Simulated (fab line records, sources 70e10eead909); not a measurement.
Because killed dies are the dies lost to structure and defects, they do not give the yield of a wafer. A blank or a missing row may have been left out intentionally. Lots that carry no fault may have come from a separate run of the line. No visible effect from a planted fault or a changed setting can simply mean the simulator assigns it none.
fab line records	flow nand-harc
[record] lots = 5	wafers = 15	last-day = 23
route steps=1159 shown A_ZERO_WELL@390 A_SOURCE_PLATE@413 A_ONON_D1@424
lots with no fault: from the same line, run without faults
start-h: the number of hours between the record's first day and the start of the first shown wafer of the lot	wait-h: hours elapsed since this lot's preceding step	" the same as in the row above	L1.1+2: a single row standing in for several wafers	- either no value or no given start	* or withheld: withheld	< > ~ a bound
route shown NAME@n: names a module that has steps shown in the file, with the first one's number in the route	usual: mean and standard deviation over wafers with no fault	same: alike in all rows	chamber/n: place in a boat	sites: per-site readings	_std_site: the values' standard deviation	_edge_site: the outer-site mean with the inner-site mean subtracted	radius-mm: for every site, how far away it sits from the centre of the wafer	mask NAME#n: copy n	behind: tool/chamber where the wafer was last shaped	hold: reason for holding the lot/hours on hold/outcome of the hold	device: the transistor (n, p or np) that didn't switch	end of line: the same wafers' tests at the end of the route	where a step has no rows: the recipe by itself	killed: count of dies lost to structure and defects at first sort (not the wafer's yield)	map: the dies of a wafer, with x for killed, . for not killed, _ for no die there
set.NAME: the run value of the setting; set.NAME@STEP: its run value at that earlier step	model.NAME: the simulator's own value behind a step, which no gauge read
certain route steps with their lots: each step a table, each wafer a row
services: when a tool's chamber went out of use (start-h, in hours from the record's first day, below 0 if earlier), for how many hours, and the reason
[[steps]]
[step NHARC_A_ZERO_WELL_PRECLEAN_00]
[recipe] time-s = 600	temp-c = 120	chemistry = SPM
[same] time-s = 600
lot.wafer	tool	chamber	start-h	wait-h
L075.1+5+6	wet-bench-03	3,5,6	140.20	0.1
L079.3+6+4	wet-bench-09	3,4,7	166.39	0.1
L080.5+1+6	wet-bench-09	6,7,2	169.42	0.1
L083.1+5+6	wet-bench-09	1,2,5	190.62	0.1
L091.1+3+6	wet-bench-09	6,1,2	232.39	0.1
[step NHARC_A_ZERO_WELL_SRD_01]
lot.wafer	tool	chamber	start-h	wait-h
L075.1+5+6	wet-bench-03	3,5,6	-	-
L079.3+6+4	wet-bench-09	3,4,7	-	-
L080.5+1+6	wet-bench-09	6,7,2	-	-
L083.1+5+6	wet-bench-09	1,2,5	-	-
L091.1+3+6	wet-bench-09	6,1,2	-	-
[step NHARC_A_ZERO_WELL_DEHYDRATE_02]
[recipe] temp-c = 150	time-s = 120
[usual] chill-plate-temp-C = 23.02/0.11
[same] time-s = 120
lot.wafer	tool	chamber	start-h	wait-h	chill-plate-temp-C
L075.1	litho-track-02	0	140.52	-	22.98
L075.5	"	0	"	"	23.06
L075.6	"	0	"	"	23.01
L079.3	litho-track-03	0	166.70	-	22.88
L079.4	"	0	"	"	23.06
L079.6	"	0	"	"	22.93
L080.1	litho-track-03	0	169.72	-	23.05
L080.5	"	0	"	"	22.84
L080.6	"	0	"	"	22.98
L083.1	litho-track-02	0	190.92	-	23.08
L083.5	"	0	"	"	23.28
L083.6	"	0	"	"	22.92
L091.1	litho-track-05	0	232.70	-	22.83
L091.3	"	0	"	"	22.79
L091.6	"	0	"	"	22.94
[step NHARC_A_ZERO_WELL_HMDS_03]
[recipe] time-s = 30
[usual] chill-plate-temp-C = 22.98/0.1
[same] time-s = 30
lot.wafer	tool	chamber	start-h	wait-h	chill-plate-temp-C
L075.1	litho-track-02	0	-	-	22.94
L075.5	"	0	"	"	23.04
L075.6	"	0	"	"	22.93
L079.3	litho-track-03	0	-	-	23.18
L079.4	"	0	"	"	23.30
L079.6	"	0	"	"	23.11
L080.1	litho-track-03	0	-	-	22.88
L080.5	"	0	"	"	22.94
L080.6	"	0	"	"	22.94
L083.1	litho-track-02	0	-	-	22.96
L083.5	"	0	"	"	22.98
L083.6	"	0	"	"	22.95
L091.1	litho-track-05	0	-	-	22.84
L091.3	"	0	"	"	22.95
L091.6	"	0	"	"	22.93
[step NHARC_A_ZERO_WELL_COAT_18]
[recipe] temp-c = 200	time-s = 65
[usual] chill-plate-temp-C = 22.96/0.1
[same] time-s = 65
lot.wafer	tool	chamber	start-h	wait-h	chill-plate-temp-C
L075.1	litho-track-02	0	-	-	23.07
L075.5	"	0	"	"	22.78
L075.6	"	0	"	"	22.97
L079.3	litho-track-03	0	-	-	22.84
L079.4	"	0	"	"	22.83
L079.6	"	0	"	"	22.96
L080.1	litho-track-03	0	-	-	23.01
L080.5	"	0	"	"	23.02
L080.6	"	0	"	"	22.94
L083.1	litho-track-02	0	-	-	22.99
L083.5	"	0	"	"	23.07
L083.6	"	0	"	"	23.03
L091.1	litho-track-05	0	-	-	22.92
L091.3	"	0	"	"	22.90
L091.6	"	0	"	"	22.86
[step NHARC_A_ZERO_WELL_COAT_04]
[recipe] spin-rpm = 2000	resist-thk-nm = 600
[usual] chill-plate-temp-C = 22.99/0.1
lot.wafer	tool	chamber	start-h	wait-h	chill-plate-temp-C
L075.1	litho-track-02	0	-	-	22.98
L075.5	"	0	"	"	22.97
L075.6	"	0	"	"	23.03
L079.3	litho-track-03	0	-	-	22.93
L079.4	"	0	"	"	22.92
L079.6	"	0	"	"	23.07
L080.1	litho-track-03	0	-	-	23.16
L080.5	"	0	"	"	23.10
L080.6	"	0	"	"	23.14
L083.1	litho-track-02	0	-	-	23.03
L083.5	"	0	"	"	23.00
L083.6	"	0	"	"	22.95
L091.1	litho-track-05	0	-	-	23.13
L091.3	"	0	"	"	22.97
L091.6	"	0	"	"	22.94
[step NHARC_A_ZERO_WELL_SOFTBAKE_05]
[recipe] temp-c = 125	time-s = 70
[usual] chill-plate-temp-C = 23.02/0.092
[same] time-s = 70
lot.wafer	tool	chamber	start-h	wait-h	chill-plate-temp-C
L075.1	litho-track-02	0	-	-	22.88
L075.5	"	0	"	"	22.96
L075.6	"	0	"	"	23.03
L079.3	litho-track-03	0	-	-	23.21
L079.4	"	0	"	"	22.90
L079.6	"	0	"	"	22.97
L080.1	litho-track-03	0	-	-	23.01
L080.5	"	0	"	"	23.10
L080.6	"	0	"	"	22.85
L083.1	litho-track-02	0	-	-	23.00
L083.5	"	0	"	"	22.87
L083.6	"	0	"	"	23.06
L091.1	litho-track-05	0	-	-	23.07
L091.3	"	0	"	"	23.08
L091.6	"	0	"	"	23.11
[step NHARC_A_ZERO_WELL_EBR_06]
[usual] chill-plate-temp-C = 23.00/0.11
lot.wafer	tool	chamber	start-h	wait-h	chill-plate-temp-C
L075.1	litho-track-02	0	-	-	23.08
L075.5	"	0	"	"	23.08
L075.6	"	0	"	"	22.92
L079.3	litho-track-03	0	-	-	23.07
L079.4	"	0	"	"	23.08
L079.6	"	0	"	"	23.18
L080.1	litho-track-03	0	-	-	23.01
L080.5	"	0	"	"	23.10
L080.6	"	0	"	"	23.02
L083.1	litho-track-02	0	-	-	23.01
L083.5	"	0	"	"	23.02
L083.6	"	0	"	"	23.06
L091.1	litho-track-05	0	-	-	22.91
L091.3	"	0	"	"	23.12
L091.6	"	0	"	"	22.98
[step NHARC_A_ZERO_WELL_EXPOSE_07]
[recipe] na = 0.55	dose-mj = 33.85	mask-id = A_ZERO
lot.wafer	tool	chamber	start-h	wait-h	mask
L075.1+5+6	krf-scanner-04	0	140.68	-	A_ZERO#0
L079.3+4+6	krf-scanner-03	0	167.00	-	A_ZERO#0
L080.1+5+6	krf-scanner-01	0	170.01	-	A_ZERO#0
L083.1+5+6	krf-scanner-01	0	191.22	-	A_ZERO#0
L091.1+3+6	krf-scanner-01	0	232.86	-	A_ZERO#0
[step NHARC_A_ZERO_WELL_PEB_08]
[recipe] peb-temp-c = 128	peb-time-s = 80
[usual] chill-plate-temp-C = 23.02/0.1
lot.wafer	tool	chamber	start-h	wait-h	chill-plate-temp-C
L075.1	litho-track-05	0	140.75	0.1	23.17
L075.5	"	0	"	"	22.96
L075.6	"	0	"	"	23.07
L079.3	litho-track-05	0	167.06	0.1	22.98
L079.4	"	0	"	"	23.20
L079.6	"	0	"	"	23.08
L080.1	litho-track-05	0	170.08	0.1	22.85
L080.5	"	0	"	"	22.92
L080.6	"	0	"	"	22.89
L083.1	litho-track-02	0	191.29	0.1	23.11
L083.5	"	0	"	"	22.92
L083.6	"	0	"	"	22.85
L091.1	litho-track-05	0	232.93	0.1	23.24
L091.3	"	0	"	"	23.17
L091.6	"	0	"	"	23.03
[step NHARC_A_ZERO_WELL_DEVELOP_09]
[recipe] time-s = 50	dev-temp-c = 22
[usual] chill-plate-temp-C = 23.00/0.12
[same] time-s = 50
lot.wafer	tool	chamber	start-h	wait-h	chill-plate-temp-C
L075.1	litho-track-05	0	-	-	23.12
L075.5	"	0	"	"	22.97
L075.6	"	0	"	"	22.93
L079.3	litho-track-05	0	-	-	22.91
L079.4	"	0	"	"	22.97
L079.6	"	0	"	"	22.94
L080.1	litho-track-05	0	-	-	22.95
L080.5	"	0	"	"	22.89
L080.6	"	0	"	"	23.02
L083.1	litho-track-02	0	-	-	23.03
L083.5	"	0	"	"	23.11
L083.6	"	0	"	"	23.04
L091.1	litho-track-05	0	-	-	22.79
L091.3	"	0	"	"	22.82
L091.6	"	0	"	"	22.91
[step NHARC_A_ZERO_WELL_CD_MEAS_10]
[recipe] target-cd-nm = 2000	landing-energy-ev = 500
[usual] cd-nm = 1999.1/2.1
lot.wafer	tool	chamber	start-h	wait-h	cd-nm
L075.1	cd-sem-02	0	140.83	-	2000.8
L075.5	"	0	"	"	1996.9
L075.6	"	0	"	"	1998.0
L079.3	cd-sem-02	0	167.15	-	1998.2
L079.4	"	0	"	"	2000.8
L079.6	"	0	"	"	2000.8
L080.1	cd-sem-03	0	170.16	-	2001.5
L080.5	"	0	"	"	1996.3
L080.6	"	0	"	"	1997.3
L083.1	cd-sem-02	0	191.37	-	2001.0
L083.5	"	0	"	"	1999.5
L083.6	"	0	"	"	2002.8
L091.1	cd-sem-01	0	233.01	-	1998.0
L091.3	"	0	"	"	1999.3
L091.6	"	0	"	"	2001.8
[step NHARC_A_ZERO_WELL_HARDBAKE_11]
[recipe] temp-c = 118	time-s = 65
[usual] chill-plate-temp-C = 23.05/0.11
[same] time-s = 65
lot.wafer	tool	chamber	start-h	wait-h	chill-plate-temp-C
L075.1	litho-track-03	0	140.91	-	23.06
L075.5	"	0	"	"	23.08
L075.6	"	0	"	"	23.10
L079.3	litho-track-05	0	167.23	-	23.31
L079.4	"	0	"	"	23.22
L079.6	"	0	"	"	23.11
L080.1	litho-track-03	0	170.25	-	23.17
L080.5	"	0	"	"	22.98
L080.6	"	0	"	"	22.99
L083.1	litho-track-02	0	191.45	-	23.14
L083.5	"	0	"	"	22.83
L083.6	"	0	"	"	23.01
L091.1	litho-track-05	0	233.09	-	22.84
L091.3	"	0	"	"	22.98
L091.6	"	0	"	"	22.88
[step NHARC_A_ZERO_WELL_DESCUM_12]
[recipe] time-s = 3	o2-flow-sccm = 200	ar-flow-sccm = 0	bias-power-w = 0	chemistry = O2
[usual] drypump-motor-current-A = 5.7/0.42	oes-product-au = 1.000/0.015	rf-vpp-V = 57.8/0.99	showerhead-plenum-p-Torr = 1.90/0.072	throttle-valve-pct = 11.310/0.0097
[same] time-s = 3
lot.wafer	tool	chamber	start-h	wait-h	drypump-motor-current-A	oes-product-au	rf-hours-counter-h	rf-vpp-V	showerhead-plenum-p-Torr	throttle-valve-pct
L075.1	rie-diel-12	2	140.99	-	5.1	1.008	6	56.9	1.86	11.315
L075.6	"	2	"	"	5.1	0.999	-	57.9	1.86	11.286
L075.5	"	3	"	"	5.6	0.982	-	58.6	1.86	11.304
L079.4	rie-diel-12	2	167.30	-	5.1	0.994	8	57.7	1.86	11.305
L079.3	"	0	"	"	5.1	1.014	10	58.4	2.04	11.307
L079.6	"	2	"	"	5.1	0.987	-	57.5	1.86	11.319
L080.1	rie-diel-12	2	170.33	-	5.1	0.995	8	58.2	1.86	11.311
L080.6	"	1	"	"	6.2	1.010	-	57.1	1.92	11.303
L080.5	"	2	"	"	5.1	0.995	-	56.9	1.86	11.305
L083.1	rie-diel-12	0	191.56	-	5.1	1.030	10	58.2	2.04	11.308
L083.5	"	1	"	"	6.2	1.004	-	58.1	1.92	11.317
L083.6	"	2	"	"	5.1	0.998	-	57.4	1.86	11.328
L091.3	rie-diel-12	2	233.19	-	5.1	1.004	2	59.7	1.86	11.304
L091.1	"	3	"	"	5.6	1.000	2	58.5	1.86	11.307
L091.6	"	1	"	"	6.2	1.025	-	58.6	1.92	11.306
[step NHARC_A_ZERO_WELL_ETCH_19]
[recipe] target-depth-a = 800	overetch-a = 240	time-s = 87.88	ion-energy-ev = 200	n2-flow-sccm = 150	h2-flow-sccm = 150	ar-flow-sccm = 0	rf-w = 400	bias-w = 150	chemistry = N2/H2
[usual] bias-w = 150.0/0.45	drypump-motor-current-A = 5.6/0.41	oes-product-au = 1.002/0.014	rf-vpp-V = 430.3/2.3	showerhead-plenum-p-Torr = 2.03/0.08	throttle-valve-pct = 14.170/0.0093
[same] time-s = 87.88
lot.wafer	tool	chamber	start-h	wait-h	bias-w	drypump-motor-current-A	oes-product-au	rf-hours-counter-h	rf-vpp-V	showerhead-plenum-p-Torr	throttle-valve-pct
L075.1	rie-diel-12	2	141.10	0.1	149.5	5.1	1.009	6	428.5	1.98	14.168
L075.6	"	3	"	"	149.3	5.6	0.985	-	430.0	1.98	14.170
L075.5	"	0	"	"	149.9	5.1	1.028	-	432.9	2.18	14.173
L079.4	rie-diel-12	3	167.38	0.1	150.3	5.6	0.981	8	427.8	1.98	14.167
L079.3	"	0	"	"	150.6	5.1	1.012	10	434.4	2.18	14.163
L079.6	"	3	"	"	150.2	5.6	0.980	-	428.4	1.98	14.183
L080.1	rie-diel-12	0	170.43	0.1	150.5	5.1	1.017	10	434.9	2.18	14.173
L080.6	"	1	"	"	150.0	6.2	1.016	-	430.5	2.05	14.154
L080.5	"	2	"	"	149.3	5.1	0.995	-	428.9	1.98	14.189
L083.1	rie-diel-12	3	191.62	0.1	150.0	5.6	0.982	9	429.3	1.98	14.180
L083.6	"	2	"	"	150.5	5.1	0.992	-	428.1	1.98	14.171
L083.5	"	3	"	"	149.9	5.6	0.978	-	428.6	1.98	14.165
L091.1	rie-diel-12	2	233.27	0.1	149.4	5.1	1.017	2	429.3	1.98	14.156
L091.3	"	3	"	"	150.6	5.6	1.006	2	430.4	1.98	14.169
L091.6	"	1	"	"	150.2	6.2	1.024	-	431.2	2.05	14.180
[step NHARC_A_ZERO_WELL_ETCH_13]
[recipe] target-depth-a = 1200	time-s = 40.1	hbr-flow-sccm = 150	cl2-flow-sccm = 50	rf-w = 400	icp-w = 400	bias-w = 100	chemistry = HBr/Cl2
[usual] bias-w = 99.97/0.28	drypump-motor-current-A = 5.6/0.42	oes-product-au = 0.998/0.014	throttle-valve-pct = 26.406/0.011
[same] time-s = 40.1
lot.wafer	tool	chamber	start-h	wait-h	bias-w	drypump-motor-current-A	oes-product-au	rf-hours-counter-h	throttle-valve-pct
L075.1	rie-si-01	3	141.23	-	99.76	5.1	1.028	0.0	26.416
L075.6	"	0	"	"	100.31	5.0	0.994	-	26.409
L075.5	"	1	"	"	99.59	5.5	0.983	-	26.420
L079.4	rie-si-05	2	167.53	-	100.13	5.2	0.982	0.6	26.388
L079.3	"	3	"	"	99.80	5.9	1.006	0.6	26.408
L079.6	"	1	"	"	100.09	5.1	1.005	-	26.413
L080.1	rie-si-06	3	170.57	-	100.10	5.5	0.985	1.3	26.402
L080.5	"	0	"	"	99.55	5.7	0.977	-	26.411
L080.6	"	1	"	"	100.01	6.4	0.986	-	26.400
L083.1	rie-si-01	1	191.73	-	100.42	5.5	0.993	0.4	26.401
L083.6	"	1	"	"	100.26	5.5	0.994	-	26.414
L083.5	"	2	"	"	100.41	5.2	1.023	-	26.417
L091.1	rie-si-01	2	233.37	-	99.92	5.2	1.020	0.7	26.391
L091.3	"	3	"	"	100.00	5.1	1.001	0.6	26.399
L091.6	"	2	"	"	100.11	5.2	1.024	-	26.409
[step NHARC_A_ZERO_WELL_STRIP_14]
[recipe] time-s = 900	temp-c = 130	chemistry = SPM
[same] time-s = 900
lot.wafer	tool	chamber	start-h	wait-h
L075.6+5+1	wet-bench-03	7,1,3	141.34	-
L079.6+3+4	wet-bench-03	0,3,4	167.65	-
L080.6+5+1	wet-bench-03	4,5,7	170.70	-
L083.1+5+6	wet-bench-04	2,3,5	191.89	-
L091.1+3+6	wet-bench-09	5,6,2	233.52	-
[step NHARC_A_ZERO_WELL_IMPLANT_15]
[recipe] energy-kev = 150	dose-cm2 = 1e+13	tilt-deg = 7
lot.wafer	tool	chamber	start-h	wait-h
L075.1+5+6	implanter-02	0	141.75	0.1
L079.3+4+6	implanter-02	0	168.11	0.1
L080.1+5+6	implanter-01	0	171.08	0.1
L083.1+5+6	implanter-02	0	192.40	0.2
L091.1+3+6	implanter-01	0	233.92	0.1
[step NHARC_A_ZERO_WELL_PRECLEAN_22]
[recipe] time-s = 60	temp-c = 50	bath-age-min = 0	chemistry = SC1
[same] time-s = 60
lot.wafer	tool	chamber	start-h	wait-h
L075.5+1+6	wet-bench-09	3,4,5	141.96	0.1
L079.3+6+4	wet-bench-03	7,0,1	168.28	0.1
L080.5+6+1	wet-bench-04	4,7,0	171.30	0.1
L083.5+6+1	wet-bench-03	6,7,1	192.64	0.1
L091.6+3+1	wet-bench-03	6,7,0	234.14	0.0
[step NHARC_A_ZERO_WELL_SRD_23]
lot.wafer	tool	chamber	start-h	wait-h
L075.5+1+6	wet-bench-09	3,4,5	-	-
L079.3+6+4	wet-bench-03	7,0,1	-	-
L080.5+6+1	wet-bench-04	4,7,0	-	-
L083.5+6+1	wet-bench-03	6,7,1	-	-
L091.6+3+1	wet-bench-03	6,7,0	-	-
[step NHARC_A_ZERO_WELL_RTA_16]
[recipe] temp-c = 1000	time-s = 10
[usual] anneal-temp-c-max = 1004.8/1.3	lamp-power-pct = 28.2/0.45	lamp_zone_2_pct = 28.2/0.45	wafer_temp_C_max = 1004.1/0.92
[same] time-s = 10
lot.wafer	tool	chamber	start-h	wait-h	anneal-temp-c-max	lamp-power-pct	lamp_zone_2_pct	wafer_temp_C_max
L075.1	rtp-anneal-01	0	142.09	-	1002.5	28.8	28.7	1004.0
L075.5	"	0	"	"	1002.8	28.8	28.7	1003.9
L075.6	"	0	"	"	1004.5	28.8	28.7	1004.0
L079.3	rtp-anneal-02	0	168.46	-	1005.1	27.8	27.8	1006.2
L079.4	"	0	"	"	1004.3	27.9	27.8	1005.4
L079.6	"	0	"	"	1006.6	27.8	27.8	1005.0
L080.1	rtp-anneal-02	0	171.43	-	1006.4	27.8	27.9	1005.6
L080.5	"	0	"	"	1005.9	27.8	27.8	1005.0
L080.6	"	0	"	"	1005.6	27.8	27.9	1004.0
L083.1	rtp-anneal-01	0	192.77	-	1003.3	28.7	28.7	1003.2
L083.5	"	0	"	"	1003.8	28.8	28.7	1003.5
L083.6	"	0	"	"	1003.5	28.7	28.7	1003.9
L091.1	rtp-anneal-01	0	234.27	-	1004.2	28.7	28.7	1003.4
L091.3	"	0	"	"	1004.5	28.6	28.7	1002.6
L091.6	"	0	"	"	1004.2	28.7	28.6	1003.8
[step NHARC_A_ZERO_WELL_INSPECT_17]
[usual] raw-defect-count = 11/6
lot.wafer	tool	chamber	start-h	wait-h	raw-defect-count
L075.1	defect-inspect-01	-	142.29	0.2	10
L075.5	"	-	"	"	7
L075.6	"	-	"	"	18
L079.3	defect-inspect-02	-	168.60	0.1	11
L079.4	"	-	"	"	4
L079.6	"	-	"	"	6
L080.1	defect-inspect-01	-	171.63	0.2	15
L080.5	"	-	"	"	13
L080.6	"	-	"	"	14
L083.1	defect-inspect-01	-	192.97	0.2	20
L083.5	"	-	"	"	9
L083.6	"	-	"	"	7
L091.1	defect-inspect-01	-	234.47	0.2	4
L091.3	"	-	"	"	4
L091.6	"	-	"	"	3
[step NHARC_A_SOURCE_PLATE_PRECLEAN_00]
[recipe] time-s = 60	chemistry = HF-LAST
[same] time-s = 60
lot.wafer	tool	chamber	start-h	wait-h
L075.1+5+6	wet-bench-05	1,4,6	142.34	0.1
L079.4+6+3	wet-bench-02	4,5,0	168.65	0.0
L080.6+1+5	wet-bench-02	6,7,1	171.69	0.1
L083.5+6+1	wet-bench-06	2,4,6	193.03	0.1
L091.1+3+6	wet-bench-02	7,0,1	234.52	0.1
[step NHARC_A_SOURCE_PLATE_SRD_01]
lot.wafer	tool	chamber	start-h	wait-h
L075.1+5+6	wet-bench-05	1,4,6	-	-
L079.4+6+3	wet-bench-02	4,5,0	-	-
L080.6+1+5	wet-bench-02	6,7,1	-	-
L083.5+6+1	wet-bench-06	2,4,6	-	-
L091.1+3+6	wet-bench-02	7,0,1	-	-
[step NHARC_A_SOURCE_PLATE_OXIDE_02]
[recipe] target-thk-a = 100	temp-c = 900	ox-time-s = 1362	material = SiO2
[usual] spike-tc-upper-C = 899.5/0.97
lot.wafer	tool	chamber	start-h	wait-h	spike-tc-upper-C
L075.1	furnace-01	0	145.35	-	898.1
L075.5	"	0	"	"	899.2
L075.6	"	0	"	"	899.5
L079.3	furnace-06	0	175.67	-	899.1
L079.4	"	0	"	"	900.0
L079.6	"	0	"	"	900.9
L080.1	furnace-06	0	175.67	-	900.5
L080.5	"	0	"	"	899.0
L080.6	"	0	"	"	898.4
L083.1	furnace-06	0	196.33	-	898.3
L083.5	"	0	"	"	899.7
L083.6	"	0	"	"	898.7
L091.1	furnace-06	0	234.95	-	899.5
L091.3	"	0	"	"	900.6
L091.6	"	0	"	"	898.9
[step NHARC_A_SOURCE_PLATE_THK_MEAS_09]
[recipe] thk-meas-gauge = ellipsometry
[usual] thk-nm = 9.7/0.95
lot.wafer	tool	chamber	start-h	wait-h	thk-nm
L075.1	film-metro-01	-	149.44	0.4	10.6
L075.5	"	-	"	"	9.3
L075.6	"	-	"	"	9.4
L079.3	film-metro-01	-	179.73	0.4	9.9
L079.4	"	-	"	"	9.9
L079.6	"	-	"	"	8.8
L080.1	film-metro-02	-	179.75	0.4	9.9
L080.5	"	-	"	"	9.9
L080.6	"	-	"	"	9.6
L083.1	film-metro-01	-	200.40	0.4	10.0
L083.5	"	-	"	"	10.0
L083.6	"	-	"	"	11.1
L091.1	film-metro-01	-	238.96	0.4	10.3
L091.3	"	-	"	"	10.5
L091.6	"	-	"	"	11.1
[step NHARC_A_SOURCE_PLATE_PVD_04]
[recipe] target-thk-a = 500	material = WSi2
lot.wafer	tool	chamber	start-h	wait-h
L075.1+5+6	pvd-sputter-02	-	149.55	0.1
L079.4+3+6	pvd-sputter-01	-	179.80	0.1
L080.1+6+5	pvd-sputter-03	-	179.84	0.1
L083.1+6+5	pvd-sputter-03	-	200.48	0.1
L091.1+3+6	pvd-sputter-01	-	239.05	0.1
[step NHARC_A_SOURCE_PLATE_CVD_03]
[recipe] target-thk-a = 2000	temp-c = 620	pressure-mtorr = 200	time-s = 4000	material = poly-Si
[usual] spike-tc-upper-C = 620.5/1.3
[same] time-s = 4000
lot.wafer	tool	chamber	start-h	wait-h	spike-tc-upper-C
L075.1	lpcvd-poly-04	0	152.20	-	623.0
L075.5	"	0	"	"	619.2
L075.6	"	0	"	"	618.9
L079.3	lpcvd-poly-03	0	182.31	-	621.0
L079.4	"	0	"	"	620.4
L079.6	"	0	"	"	620.6
L080.1	lpcvd-poly-03	0	182.31	-	619.3
L080.5	"	0	"	"	619.7
L080.6	"	0	"	"	617.8
L083.1	lpcvd-poly-02	0	202.98	-	621.8
L083.5	"	0	"	"	621.0
L083.6	"	0	"	"	623.0
L091.1	lpcvd-poly-02	0	241.54	-	621.1
L091.3	"	0	"	"	620.0
L091.6	"	0	"	"	621.5
[step NHARC_A_SOURCE_PLATE_ANNEAL_05]
[recipe] temp-c = 850	time-s = 1800
[usual] spike-tc-upper-C = 849.7/1.1	tube_center_temp_C_max = 852.2/0.39
[same] time-s = 1800
lot.wafer	tool	chamber	start-h	wait-h	spike-tc-upper-C	tube_center_temp_C_max
L075.1	furnace-01	0	159.15	3.8	850.0	852.8
L075.5	"	0	"	"	851.5	852.4
L075.6	"	0	"	"	851.4	851.8
L079.3	furnace-08	0	189.47	4.0	850.7	851.9
L079.4	"	0	"	"	849.2	851.8
L079.6	"	0	"	"	847.3	852.1
L080.1	furnace-08	0	189.47	4.0	851.0	852.4
L080.5	"	0	"	"	850.7	851.8
L080.6	"	0	"	"	851.1	851.7
L083.1	furnace-01	0	209.29	3.2	849.6	852.3
L083.5	"	0	"	"	849.6	851.9
L083.6	"	0	"	"	850.2	851.9
L091.1	furnace-06	0	248.11	3.5	848.5	851.9
L091.3	"	0	"	"	850.1	852.0
L091.6	"	0	"	"	850.1	851.9
[step NHARC_A_SOURCE_PLATE_THK_MEAS_06]
[recipe] thk-meas-gauge = ellipsometry
[usual] thk-nm = 199.8/2.1
lot.wafer	tool	chamber	start-h	wait-h	thk-nm
L075.1	film-metro-02	-	163.14	0.4	199.1
L075.5	"	-	"	"	196.7
L075.6	"	-	"	"	200.5
L080.1	film-metro-02	-	193.40	0.4	202.8
L080.5	"	-	"	"	201.1
L080.6	"	-	"	"	204.0
L079.3	film-metro-01	-	193.40	0.4	202.0
L079.4	"	-	"	"	201.3
L079.6	"	-	"	"	201.3
L083.1	film-metro-02	-	213.27	0.4	195.5
L083.5	"	-	"	"	195.8
L083.6	"	-	"	"	195.2
L091.1	film-metro-02	-	252.06	0.4	201.8
L091.3	"	-	"	"	199.4
L091.6	"	-	"	"	201.8
[step NHARC_A_SOURCE_PLATE_INSPECT_08]
[usual] raw-defect-count = 62/26
lot.wafer	tool	chamber	start-h	wait-h	raw-defect-count
L075.1	defect-inspect-01	-	163.21	0.0	47
L075.5	"	-	"	"	60
L075.6	"	-	"	"	48
L080.1	defect-inspect-01	-	193.46	0.0	25
L080.5	"	-	"	"	15
L080.6	"	-	"	"	41
L079.3	defect-inspect-02	-	193.46	0.0	32
L079.4	"	-	"	"	70
L079.6	"	-	"	"	40
L083.1	defect-inspect-02	-	213.33	0.0	64
L083.5	"	-	"	"	37
L083.6	"	-	"	"	73
L091.1	defect-inspect-01	-	252.17	0.0	33
L091.3	"	-	"	"	43
L091.6	"	-	"	"	56
[step NHARC_A_ONON_D1_DEP_00]
[recipe] target-thk-a = 10000	n2-flow-sccm = 2750	n2o-flow-sccm = 2000	nh3-flow-sccm = 500	sih4-flow-sccm = 210	temp-c = 400
lot.wafer	tool	chamber	start-h	wait-h
L075.1+5+6	pecvd-onon-01	0	163.27	0.1
L080.1+5+6	pecvd-onon-04	0	193.53	0.1
L079.3+4+6	pecvd-onon-02	0	193.64	0.2
L083.1+5+6	pecvd-onon-01	0	213.40	0.1
L091.1+3+6	pecvd-onon-02	0	252.24	0.1
[[services]]
tool	chamber	start-h	hours	kind
pvd-sputter-03	-	117.59	1.5	repair
implanter-01	-	119.33	2.7	repair
wet-bench-05	-	121.35	2.7	repair
rie-si-01	-	127.00	9.0	pm
wet-bench-06	-	129.60	8.0	pm
wet-bench-03	-	146.40	8.0	pm
pvd-sputter-03	-	155.92	2.0	repair
rie-si-01	0	158.09	4.8	repair
pvd-sputter-01	-	158.17	10.0	pm
wet-bench-04	-	163.20	8.0	pm
litho-track-02	-	165.00	7.0	pm
rie-si-01	3	169.76	7.9	repair
implanter-02	-	174.58	6.1	repair
wet-bench-02	-	180.00	8.0	pm
rie-si-01	3	182.34	1.9	repair
implanter-02	-	187.48	4.9	repair
pecvd-onon-01	-	195.03	13.0	pm
furnace-06	-	200.04	26.0	pm
rie-diel-12	-	202.40	9.0	pm
wet-bench-04	-	208.09	70.8	repair
litho-track-03	-	213.00	7.0	pm
krf-scanner-01	-	220.35	4.2	repair
rie-diel-12	1	222.74	2.9	repair
litho-track-05	-	237.00	7.0	pm
[[key]]
fault none
